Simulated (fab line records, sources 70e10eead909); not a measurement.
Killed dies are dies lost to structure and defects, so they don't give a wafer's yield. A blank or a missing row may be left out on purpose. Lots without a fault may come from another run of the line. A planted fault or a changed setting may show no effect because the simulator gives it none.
Chamber matching | flow nand_harc | NHARC_A_M1_DESCUM_14 on rie_diel-04: 3 sister chambers
The step chemistry O2, time 3 s. 16 wafers are shown with their chamber, then 4 later ones without.

WAFERS WITH THEIR CHAMBER
wafer  | chamber | drypump_motor_current_A (A) | showerhead_plenum_p_Torr (Torr) | oes_product_au (a.u.)
L115.2 | 0       | 5.1                         | 1.94                            | 0.996
L115.3 | 2       | 5.0                         | 1.84                            | 1.011
L115.6 | 2       | 5.0                         | 1.84                            | 1.012
L114.1 | 1       | 6.4                         | 1.83                            | 0.999
L114.3 | 2       | 5.0                         | 1.84                            | 0.999
L114.5 | 2       | 5.0                         | 1.84                            | 1.000
L119.1 | 2       | 4.9                         | 1.84                            | 1.002
L119.4 | 1       | 6.4                         | 1.82                            | 0.999
L119.6 | 2       | 4.9                         | 1.84                            | 0.995
L123.3 | 2       | 5.0                         | 1.84                            | 1.007
L123.4 | 0       | 5.1                         | 1.94                            | 0.994
L123.6 | 2       | 5.0                         | 1.84                            | 0.993
L126.2 | 0       | 5.1                         | 1.94                            | 0.987
L126.4 | 1       | 6.4                         | 1.82                            | 1.002
L126.5 | 0       | 5.1                         | 1.94                            | 0.990
L128.2 | 1       | 6.4                         | 1.82                            | 1.001

SIGNATURES (means of the wafers above)
reading                  | chamber 0 | chamber 1 | chamber 2 | scatter within a chamber
drypump_motor_current_A  | 5.100     | 6.400     | 4.975     | 0.034
showerhead_plenum_p_Torr | 1.9400    | 1.8225    | 1.8400    | 0.0024
oes_product_au           | 0.99175   | 1.00025   | 1.00238   | 0.00557
Rule: a wafer's distance from a chamber is the root of the sum, over the readings, of the square of ((its reading less the chamber's mean) divided by the reading's scatter). The wafer belongs to the nearest chamber; if the next one is less than 2 further off, it can't be placed. The scatter: the root of (the sum of the squares of (reading less its chamber's mean) over the shown wafers, divided by (wafers less chambers)).

WAFERS WITHOUT THEIR CHAMBER
wafer  | drypump_motor_current_A (A) | showerhead_plenum_p_Torr (Torr) | oes_product_au (a.u.)
L128.5 | 5.1                         | 1.94                            | 1.006
L134.1 | 5.1                         | 1.94                            | 1.003
L134.3 | 6.4                         | 1.82                            | 1.008
L136.4 | 5.0                         | 1.84                            | 1.001

WHICH CHAMBER EACH WENT THROUGH
wafer  | from the rows above | in truth
L128.5 | 0                   | 0
L134.1 | 0                   | 0
L134.3 | 1                   | 1
L136.4 | 2                   | 2
Placed correctly: 4 of 4. Can't be placed from these rows: 0. Placed wrongly: 0.
